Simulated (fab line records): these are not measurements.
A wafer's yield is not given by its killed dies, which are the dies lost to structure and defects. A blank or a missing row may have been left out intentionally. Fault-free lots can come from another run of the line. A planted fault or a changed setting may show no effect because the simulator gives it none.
A lot that was struck, set against a sound lot -- flow nand_harc -- 16 steps out of a route of 1302
Sound: these wafers, L477.3, L477.4, L477.5. Struck: wafers L485.3, L485.4, L485.5. Last of all comes the cause.
Order at every step that has rows: each side's tool, ch and its chambers, its first start. Under that, the readings that differ: sound wafers -- struck wafers -- difference of the means -- sigmas: that difference in standard deviations of wafers without a fault.
alike: readings whose means differ by less than 2 such deviations, and words and numbers that are the same on both sides. not compared: withheld readings, readings that some wafer has no value for, bounds like >300 that may hide the same value, and numbers for which the record gives no deviation and whose values overlap.
A row with sigmas, a row that says differs or no value, or rows on one side alone: a step with any of these is where the two part. Non-overlapping numbers with no deviation appear without sigmas and do not part them. A reading that every wafer of one side lacks parts them only if that side has two wafers or more.

NHARC_A_ONON_D2_THK_MEAS_05: measures by ellipsometry.
  sound on film_metro-02 at day 13 06:50; struck on film_metro-02 at day 16 07:38
  alike: thk_nm
following that, 1 step holds no rows for these wafers, namely NHARC_A_ONON_D2_DEP_06 (target thickness 1000 nm).
NHARC_A_ONON_D2_THK_MEAS_08: measures by ellipsometry.
  sound on film_metro-02 at day 13 07:24; struck on film_metro-02 at day 16 08:13
  alike: thk_nm
following that, 1 step holds no rows for these wafers, namely NHARC_A_ONON_D2_DEP_09 (target thickness 1000 nm).
NHARC_A_ONON_D2_THK_MEAS_11: measures by ellipsometry.
  sound on film_metro-02 at day 13 07:58; struck on film_metro-02 at day 16 08:46
  alike: thk_nm
following that, 1 step holds no rows for these wafers, namely NHARC_A_ONON_D2_DEP_12 (target thickness 1000 nm).
NHARC_A_ONON_D2_THK_MEAS_14: measures by ellipsometry.
  sound on film_metro-02 at day 13 08:32; struck on film_metro-02 at day 16 09:20
  alike: thk_nm
then, 2 steps without rows for these wafers: NHARC_A_ONON_D2_ANNEAL_15 (time 3600 s); NHARC_A_ONON_D2_DEP_16 (target thk 1000 nm).
NHARC_A_ONON_D2_THK_MEAS_18: measures by ellipsometry.
  sound on film_metro-02 at day 13 15:56; struck on film_metro-01 at day 16 14:38
  alike: thk_nm
following that, 1 step holds no rows for these wafers, namely NHARC_A_ONON_D2_DEP_19 (target thickness 1000 nm).
NHARC_A_ONON_D2_THK_MEAS_21: measures by ellipsometry.
  sound on film_metro-02 at day 13 16:30; struck on film_metro-01 at day 16 15:11
  alike: thk_nm
NHARC_A_ONON_D2_DEP_22: target thk 1000 nm.
  sound on pecvd_onon-04 ch 0, day 13 16:40; struck on pecvd_onon-01 ch 0, day 16 15:22
NHARC_A_ONON_D2_THK_MEAS_24: measures by ellipsometry.
  sound on film_metro-02 at day 13 17:04; struck on film_metro-01 at day 16 15:46
reading,sound,struck,difference,sigmas
thk_nm (nm),996 995 995,295 295 293,-701,-64
following that, 1 step holds no rows for these wafers, namely NHARC_A_ONON_D2_DEP_25 (target thickness 1000 nm).
-- record jumps: 12 days between struck wafers' starts before vs after; left off in module A_ONON_D2, resumes in module END, first step shown is number 1302 of the route --
NHARC_END_SORT_01:
  only the struck wafers appear in the record here, on prober-02 ch 0 at day 28 06:40; the sound ones have no rows

== WHERE THEY PART ==
Earliest at NHARC_A_ONON_D2_THK_MEAS_24; latest, in this record, at NHARC_END_SORT_01.

WHY: what had been put in by the simulator
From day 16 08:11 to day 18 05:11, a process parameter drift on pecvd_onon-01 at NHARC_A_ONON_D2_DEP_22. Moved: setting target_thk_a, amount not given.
